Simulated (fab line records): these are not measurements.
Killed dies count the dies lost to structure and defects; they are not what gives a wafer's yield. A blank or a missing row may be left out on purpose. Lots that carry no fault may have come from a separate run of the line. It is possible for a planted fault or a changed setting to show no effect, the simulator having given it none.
Matching of chambers / flow n5-finfet / N5_BEOL_M4_STRIP_19 on rie-diel-03 has 4 sister chambers
The step strips in O2. 8 wafers are shown with their chamber, then 8 later ones without.

== WAFERS, EACH WITH ITS CHAMBER ==
wafer=L080.4; chamber=1; showerhead-plenum-p-Torr (Torr)=1.98; throttle-valve-pct (%)=16.87
wafer=L080.5; chamber=2; showerhead-plenum-p-Torr (Torr)=2.00; throttle-valve-pct (%)=16.67
wafer=L082.1; chamber=1; showerhead-plenum-p-Torr (Torr)=1.97; throttle-valve-pct (%)=16.88
wafer=L082.2; chamber=2; showerhead-plenum-p-Torr (Torr)=2.00; throttle-valve-pct (%)=16.67
wafer=L082.3; chamber=3; showerhead-plenum-p-Torr (Torr)=2.12; throttle-valve-pct (%)=16.53
wafer=L082.5; chamber=3; showerhead-plenum-p-Torr (Torr)=2.12; throttle-valve-pct (%)=16.53
wafer=L082.6; chamber=0; showerhead-plenum-p-Torr (Torr)=2.16; throttle-valve-pct (%)=17.11
wafer=L084.1; chamber=0; showerhead-plenum-p-Torr (Torr)=2.16; throttle-valve-pct (%)=17.14

== WAFERS WITHOUT THEIR CHAMBER ==
wafer=L084.3; showerhead-plenum-p-Torr (Torr)=1.97; throttle-valve-pct (%)=16.90
wafer=L084.4; showerhead-plenum-p-Torr (Torr)=2.12; throttle-valve-pct (%)=16.54
wafer=L091.2; showerhead-plenum-p-Torr (Torr)=2.11; throttle-valve-pct (%)=16.56
wafer=L091.4; showerhead-plenum-p-Torr (Torr)=1.97; throttle-valve-pct (%)=16.92
wafer=L091.6; showerhead-plenum-p-Torr (Torr)=2.16; throttle-valve-pct (%)=17.14
wafer=L094.4; showerhead-plenum-p-Torr (Torr)=1.99; throttle-valve-pct (%)=16.72
wafer=L094.5; showerhead-plenum-p-Torr (Torr)=2.15; throttle-valve-pct (%)=17.17
wafer=L094.6; showerhead-plenum-p-Torr (Torr)=2.11; throttle-valve-pct (%)=16.56

== EACH ONE'S CHAMBER ==
wafer=L084.3; from the rows above=1; in truth=1
wafer=L084.4; from the rows above=3; in truth=3
wafer=L091.2; from the rows above=3; in truth=3
wafer=L091.4; from the rows above=1; in truth=1
wafer=L091.6; from the rows above=0; in truth=0
wafer=L094.4; from the rows above=2; in truth=2
wafer=L094.5; from the rows above=0; in truth=0
wafer=L094.6; from the rows above=3; in truth=3
Correct placement for 8 of the 8. Left unplaced by these rows: 0. Wrongly placed: 0.
How it was worked out, from the rows above alone: a wafer's distance from a chamber is the root of the sum, over the readings, of the square of ((its reading less the chamber's mean) divided by the reading's scatter). The wafer belongs to the nearest chamber; if the next one is less than 2 further off, it can't be placed. Each chamber's mean is taken over the wafers shown for it. The scatter: the root of (the sum of the squares of (reading less its chamber's mean) over the shown wafers, divided by (wafers less chambers)).
